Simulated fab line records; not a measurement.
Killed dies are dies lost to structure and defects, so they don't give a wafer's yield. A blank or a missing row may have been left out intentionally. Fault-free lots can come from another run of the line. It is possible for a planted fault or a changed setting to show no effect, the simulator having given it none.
A lot that was struck, set against a sound lot    flow n5 finfet    15 steps out of a route of 1938
Sound: wafers L124.4, L124.5, L124.6. The struck wafers were L116.1, L116.2, L116.6. The cause comes at the end.
Order at every step that has rows: each side's tool, ch and its chambers, its first start. Under that, the readings that differ: sound wafers    struck wafers    difference of the means    sigmas: that difference in standard deviations of wafers without a fault.
alike: words and numbers the same on both sides, and readings whose means are apart by under 2 such deviations; not compared: readings that were withheld, readings missing a value for some wafer, numbers with overlapping values and no deviation given by the record, and bounds like >300 which may hide the same value.
The two part at a step that has a row with sigmas, a row that says differs or no value, or rows on one side only. Numbers that have no deviation but don't overlap get no sigmas and don't part them. A reading missing from all wafers of one side parts the sides only when that side holds two or more wafers.

first, 6 steps without rows for these wafers: N5_PASSIVATION_EBR_26; N5_PASSIVATION_SOFTBAKE_25 (time 90 s); N5_PASSIVATION_EXPOSE_27 (exposes mask PAD, defocus 0 nm); N5_PASSIVATION_PEB_28; N5_PASSIVATION_DEVELOP_29 (develop time 60 s); N5_PASSIVATION_HARDBAKE_31 (time 120 s).
N5_PASSIVATION_CD_MEAS_30 targets a cd of 4000 nm.
  sound on cd sem-01 ch 0, day 15 05:06; struck on cd sem-02 ch 0, day 12 21:14
  alike: cd nm
N5_PASSIVATION_OVL_MEAS_63:
  sound on overlay-01 ch 0, day 15 05:08; struck on overlay-02 ch 0, day 12 21:16
  alike: PAD_OVL
N5_PASSIVATION_INSPECT_64: inspects for defects (macro).
  struck on defect inspect-01, day 12 21:17; sound on defect inspect-01, day 15 05:10
  alike: raw defect count
N5_PASSIVATION_DESCUM_32: chemistry O2, time 7.9 s.
  sound on rie diel-02 ch 0,1,3, day 15 05:12; struck on rie diel-03 ch 0,2, day 12 21:19
  alike: bias power w, drypump motor current A, oes product au, rf vpp V, showerhead plenum p Torr, throttle valve pct
  not compared: rf hours counter h
N5_PASSIVATION_AL_ETCH_33: etches Al in Cl2/BCl3, stops on TaN, target depth 2800 nm, time 466.7 s.
  sound on rie metal-01 ch 0,1, day 15 05:25; struck on rie metal-01 ch 0,1, day 12 21:25
  alike: drypump motor current A, oes product au, throttle valve pct
  not compared: rf hours counter h
N5_PASSIVATION_ETCH_59: etches TaN in Cl2/BCl3, target depth 65 nm, time 34.9 s.
  sound on rie metal-01 ch 0,1, day 15 05:43; struck on rie metal-01 ch 0,1, day 12 21:49
  alike: drypump motor current A, oes product au, throttle valve pct
  not compared: rf hours counter h
N5_PASSIVATION_STRIP_34: strips in O2.
  sound on rie diel-02 ch 0,3, day 15 05:50; struck on rie diel-02 ch 0,1,3, day 12 21:56
  no value came back on the struck wafers for any of 7 readings (bias power w (W), chamber pressure mTorr (mTorr) and others); on the sound wafers bias power w (W) reads 0 0 0
  not compared: rf hours counter h
then, 1 step without rows for these wafers: N5_PASSIVATION_STRIP_51 (strips in post etch residue remover, time 1200 s).
N5_PASSIVATION_PROBE_49:
  record: rows for the struck wafers here (prober-02, day 13 02:20), none for the sound ones

WHERE THEY PART
Last at N5_PASSIVATION_PROBE_49 as far as this record goes, first at N5_PASSIVATION_STRIP_34.

WHY: what the simulator had put in
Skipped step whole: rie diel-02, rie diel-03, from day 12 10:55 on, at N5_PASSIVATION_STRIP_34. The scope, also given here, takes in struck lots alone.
